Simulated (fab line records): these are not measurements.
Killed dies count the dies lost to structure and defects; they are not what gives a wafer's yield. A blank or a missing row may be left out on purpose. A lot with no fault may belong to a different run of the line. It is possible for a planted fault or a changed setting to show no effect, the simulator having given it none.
A lot that was struck, set against a sound lot | flow n5_finfet | 14 steps out of a route of 1938
Sound: the wafers L605.1, L605.3, L605.4. Wafers L615.1, L615.3, L615.6 were the ones struck. The cause comes at the end.
Order at every step that has rows: each side's tool, ch and its chambers, its first start. Under that, the readings that differ: sound wafers | struck wafers | difference of the means | sigmas: that difference in standard deviations of wafers without a fault.
alike: a reading whose means differ by less than 2 such deviations, as well as words and numbers matching on both sides. not compared: withheld readings; readings where some wafer has no value; bounds like >300 that might hide an equal value; numbers whose values overlap and for which the record gives no deviation.
Wherever a step has rows on one side only, a row that says differs or no value, or a row with sigmas, the two part there. Numbers that have no deviation but don't overlap get no sigmas and don't part them. A reading that every wafer of one side lacks parts them only if that side has two wafers or more.

N5_HKMG_FIN_ETCHBACK_68: etches the open film in Cl2/Ar, stops on HfO2, target depth 0.5 nm.
  sound on rie_metal-01 ch 0,1, day 5 10:40; struck on rie_metal-01 ch 0,1, day 7 20:34
  alike: drypump_motor_current_A, mfc_cl2_sccm, oes_product_au, throttle_valve_pct
  not compared: rf_hours_counter_h
N5_HKMG_FIN_STRIP_69: strips in N2/H2, time 360 s.
  sound on plasma_asher-02 ch 0,1, day 5 10:49; struck on plasma_asher-02 ch 0,1, day 7 20:43
  alike: drypump_motor_current_A, heater_power_w
  not compared: rf_hours_counter_h
then, 5 steps without rows for these wafers: N5_HKMG_FIN_ALD_21 (deposits TiN, target thk 1.5 nm, pulse time 1 s, purge time 3 s); N5_HKMG_FIN_ALD_72 (deposits W, target thk 2 nm, pulse time 1 s, purge time 2 s); N5_HKMG_FIN_W_FILL_22 (material W, target thk 60 nm, time 18.2 s); N5_HKMG_FIN_PRECLEAN_83 (cleans in DIW, time 57.5 s); N5_HKMG_FIN_SRD_84 (dry time 32 s).
N5_HKMG_FIN_CMP_23: polishes, stops on SiNx, t overpolish 10 s, target thk 46.326 nm.
  sound on cmp-01 ch 0,1,2, day 5 11:43; struck on cmp-02 ch 0,2, day 7 21:37
  reading                | sound         | struck         | difference | sigmas
  time_to_endpoint_s (s) | 10.4 10.3 9.5 | 15.1 15.3 16.5 | +5.6       | +2
  alike: motor_current_A, overpolish_run_s, platen_rpm
N5_HKMG_FIN_CMP_94: polishes, stops on SiNx, t overpolish 4.7 s, target thk 43.299 nm.
  sound on cmp-01 ch 0,1,2, day 5 12:12; struck on cmp-02 ch 0,2, day 7 22:06
  alike: motor_current_A, platen_rpm
N5_HKMG_FIN_INSPECT_28: inspects for defects (darkfield).
  sound on defect_inspect-01 at day 5 12:26; struck on defect_inspect-01 at day 7 22:20
  alike: raw_defect_count
N5_GATE_CUT_ETCHBACK_00: etches W in SF6/Cl2.
  sound on rie_metal-02 ch 0, day 5 12:28; struck on rie_metal-02 ch 0,1, day 7 22:22
  alike: drypump_motor_current_A, mfc_cl2_sccm, oes_product_au, throttle_valve_pct
  not compared: rf_hours_counter_h
N5_GATE_CUT_ETCH_56: etches TiN in Cl2/Ar, target depth 21.6 nm.
  sound on rie_metal-02 ch 0, day 5 12:43; struck on rie_metal-02 ch 0,1, day 7 22:29
  reading                  | sound             | struck            | difference | sigmas
  rf_fwd_power_W (W)       | 597.0 598.5 596.5 | 454.2 452.8 452.6 | -144.1     | -76
  model.etch.depth_nm (nm) | 21.37 21.41 21.46 | 17.12 18.14 17.24 | -3.91      |
  alike: drypump_motor_current_A, mfc_cl2_sccm, oes_product_au, throttle_valve_pct
  not compared: rf_hours_counter_h
then, 1 step without rows for these wafers: N5_GATE_CUT_ETCHBACK_30 (etches TiN in Cl2/Ar, target depth 3 nm).
-- the record jumps here: 4 days lie between the struck wafers' starts before and after (it left off in module GATE_CUT and takes up again in module BEOL_M4, whose first step shown is number 1111 of the route) --
N5_BEOL_M4_RC_MEAS_101:
  sound on prober-01 ch 0, day 9 17:58; struck on prober-01 ch 0, day 11 16:34
  alike: DIBL_N, DIBL_P, IOFF_N, IOFF_P, ION_N, ION_P, SS_N, SS_P, VT_N, VT_P

== WHERE THEY PART ==
At N5_HKMG_FIN_CMP_23 first; at N5_GATE_CUT_ETCH_56 last (within this record only). Later steps at which nothing parts them and some readings are alike: N5_BEOL_M4_RC_MEAS_101.

WHY: whatever the simulator had introduced
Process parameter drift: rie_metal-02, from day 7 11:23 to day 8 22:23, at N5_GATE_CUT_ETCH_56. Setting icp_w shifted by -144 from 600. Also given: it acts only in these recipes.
